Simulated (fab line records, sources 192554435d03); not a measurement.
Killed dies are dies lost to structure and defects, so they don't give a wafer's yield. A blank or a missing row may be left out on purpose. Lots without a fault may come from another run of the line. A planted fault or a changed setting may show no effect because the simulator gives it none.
Chamber matching | flow n5_finfet | N5_SD_EPI_P_ETCH_36 on rie_diel-04: 4 sister chambers
The step etches SiARC in CF4, target depth 45.5 nm, time 75.8 s. 8 wafers are shown with their chamber, then 12 later ones without.

WAFERS WITH THEIR CHAMBER
wafer  | chamber | throttle_valve_pct (%) | showerhead_plenum_p_Torr (Torr)
L081.6 | 2       | 16.11                  | 2.20
L085.2 | 2       | 16.12                  | 2.20
L085.6 | 0       | 15.50                  | 2.24
L088.1 | 3       | 15.93                  | 2.11
L088.5 | 0       | 15.50                  | 2.23
L089.1 | 1       | 15.70                  | 2.24
L089.4 | 1       | 15.67                  | 2.24
L089.6 | 3       | 15.93                  | 2.11

WAFERS WITHOUT THEIR CHAMBER
wafer  | throttle_valve_pct (%) | showerhead_plenum_p_Torr (Torr)
L090.1 | 15.93                  | 2.11
L090.5 | 15.70                  | 2.24
L090.6 | 15.53                  | 2.23
L091.1 | 15.64                  | 2.20
L091.2 | 15.52                  | 2.23
L091.4 | 15.92                  | 2.11
L094.4 | 15.96                  | 2.11
L094.5 | 15.72                  | 2.24
L094.6 | 15.54                  | 2.23
L097.1 | 15.67                  | 2.20
L097.3 | 15.95                  | 2.11
L097.6 | 15.96                  | 2.11

WHICH CHAMBER EACH WENT THROUGH
wafer  | from the rows above | in truth
L090.1 | 3                   | 3
L090.5 | 1                   | 1
L090.6 | 0                   | 0
L091.1 | 1                   | 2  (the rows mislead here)
L091.2 | 0                   | 0
L091.4 | 3                   | 3
L094.4 | 3                   | 3
L094.5 | 1                   | 1
L094.6 | 0                   | 0
L097.1 | 1                   | 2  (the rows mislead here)
L097.3 | 3                   | 3
L097.6 | 3                   | 3
Placed correctly: 10 of 12. Can't be placed from these rows: 0. Placed wrongly: 2.
How it was worked out, from the rows above alone: a wafer's distance from a chamber is the root of the sum, over the readings, of the square of ((its reading less the chamber's mean) divided by the reading's scatter). The wafer belongs to the nearest chamber; if the next one is less than 2 further off, it can't be placed. A chamber's mean is the mean of its shown wafers. The scatter: the root of (the sum of the squares of (reading less its chamber's mean) over the shown wafers, divided by (wafers less chambers)).
